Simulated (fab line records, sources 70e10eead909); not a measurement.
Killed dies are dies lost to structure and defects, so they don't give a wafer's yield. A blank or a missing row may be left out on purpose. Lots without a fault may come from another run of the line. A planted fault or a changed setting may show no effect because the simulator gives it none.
Chamber matching | flow nand_harc | NHARC_P_CONTACT_ALD_22 on ald_metal-04: 4 sister chambers
The step deposits TiN, target thk 3 nm, pulse time 1 s, ald cycles 150. 4 wafers are shown with their chamber, then 11 later ones without.

WAFERS WITH THEIR CHAMBER
wafer  | chamber | heater_power_w (W)
L085.3 | 0       | 1312
L085.5 | 3       | 1026
L085.6 | 2       | 938
L087.1 | 1       | 967

WAFERS WITHOUT THEIR CHAMBER
wafer  | heater_power_w (W)
L087.5 | 1320
L087.6 | 1050
L094.3 | 1341
L094.4 | 988
L094.6 | 1335
L095.3 | 1013
L095.5 | 1319
L095.6 | 1051
L097.3 | 964
L097.4 | 975
L097.5 | 1043

WHICH CHAMBER EACH WENT THROUGH
wafer  | from the rows above          | in truth
L087.5 | 0                            | 0
L087.6 | 3                            | 3
L094.3 | 0                            | 0
L094.4 | can't be placed: 1 or 3 or 2 | 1
L094.6 | 0                            | 0
L095.3 | can't be placed: 3 or 1      | 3
L095.5 | 0                            | 0
L095.6 | 3                            | 3
L097.3 | can't be placed: 1 or 2      | 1
L097.4 | can't be placed: 1 or 2      | 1
L097.5 | 3                            | 3
Placed correctly: 7 of 11. Can't be placed from these rows: 4 (the true chamber is among the candidates in 4). Placed wrongly: 0.
How it was worked out, from the rows above alone: a wafer's distance from a chamber is the root of the sum, over the readings, of the square of ((its reading less the chamber's mean) divided by the reading's scatter). The wafer belongs to the nearest chamber; if the next one is less than 2 further off, it can't be placed. A chamber's mean is the mean of its shown wafers. The scatter: with one shown wafer a chamber, the root of the mean of the squares of how far each hidden wafer lies from its nearest shown one.
